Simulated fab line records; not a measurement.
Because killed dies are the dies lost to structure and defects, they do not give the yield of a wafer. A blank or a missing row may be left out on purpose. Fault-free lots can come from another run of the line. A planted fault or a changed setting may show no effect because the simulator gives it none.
Code-filled problem report in 8D (eight disciplines) form | flow n5-finfet | the parts of the form that need people (team, actions taken, sign-off) are left out

== 1. THE PROBLEM ==
At N5_BEOL_M3_ALD_98, susceptor-temp-C averages 105.42 C over 2 wafers from 2 lots, while fault-free wafers read 100.03 C, standard deviation 0.13. Measured from the usual mean, that is +41 standard deviations.
The step: deposits SiO2, target thk 2.5 nm, pulse time 1 s, co reactant pulse time 1 s.
Seen first at day 11 23:14 on ald-sin-03, wafer L806.4. At this step, 27 wafers from 9 lots have a number in the record. By rule, "out" or "out of limits" means more than 4 standard deviations away from the usual mean. All remaining wafers that have a number are taken as sound.

== 2. WHAT THIS IS AND IS NOT ==
question                    | is                | is not
which readings at this step | susceptor-temp-C  | chamber-pressure-Torr, heater-power-w, precursor-pulse-height-rel
which lots                  | L806, L807        | L789, L791, L798, L799, L800, L809, L812
which wafers of those lots  | L806.4, L807.1    | L806.1, L806.2, L807.3, L807.5
read on which tools         | ald-sin-03        | ald-sin-01, ald-sin-02
when                        | from day 11 23:14 | up to then (17 sound wafers); but 8 sound wafers of L807, L809, L812 came after

== 3. WHAT RULES OUT EACH SUSPECT ==
Counting: any tool at a process step up to the reading remains a suspect provided it ran every lot that is out. Sound lots after the first of them don't rule it out here, since some wafers of a struck lot are sound.
- rie-diel-06 at N5_BEOL_M3_DESCUM_33 (chemistry O2, time 7 s): kept. It processed each lot that is out (first: L806, day 11 23:06); up to then, its last sound lot is L791 (day 8 18:32).
- ald-sin-03 at N5_BEOL_M3_ALD_98 (deposits SiO2, target thk 2.5 nm, pulse time 1 s, co reactant pulse time 1 s): kept. It processed each lot that is out (first: L806, day 11 23:14); up to then, its last sound lot is L800 (day 10 12:04). Its own readings are out on those wafers: susceptor-temp-C.
- At N5_BEOL_M3_ALD_98, inside ald-sin-03: chamber 1 took the wafers that are out, while their sound lot-mates went through chambers 0, 2, 3.
The count leaves ald-sin-03 at N5_BEOL_M3_ALD_98 and rie-diel-06 at N5_BEOL_M3_DESCUM_33.

== 4. THE CAUSE (what the simulator had put in) ==
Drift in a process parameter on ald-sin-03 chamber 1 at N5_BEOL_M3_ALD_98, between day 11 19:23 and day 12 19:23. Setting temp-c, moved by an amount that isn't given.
This tool is one of the 2 suspects left after counting.

== 5. THE CHAIN OF EFFECTS, in route order ==
Rows list readings where the struck wafers' mean (over those with a number) sits beyond 3 standard deviations from the usual. Only readings whose record carries a usual standard deviation are examined. hours: median over the lots of the time between each lot's start at the first step of this table that gives one and its start at this step. sigmas: the change, counted in usual standard deviations.
hours | step              | reading          | usual    | on struck wafers | change | sigmas
0     | N5_BEOL_M3_ALD_98 | susceptor-temp-C | 100.03 C | 105.42           | +5.39  | +41
Its process steps:
- N5_BEOL_M3_ALD_98: deposits SiO2, target thk 2.5 nm, pulse time 1 s, co reactant pulse time 1 s.
Later measuring or inspecting steps at which every struck wafer that the step has a row for has a number for every such reading, and none has moved that far: N5_BEOL_M4_RC_MEAS_101.

== 6. HOW IT WOULD HAVE BEEN CAUGHT EARLIER ==
The fault began at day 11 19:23; the first out-of-limits reading in this record came at day 11 23:14, 4 hours later.
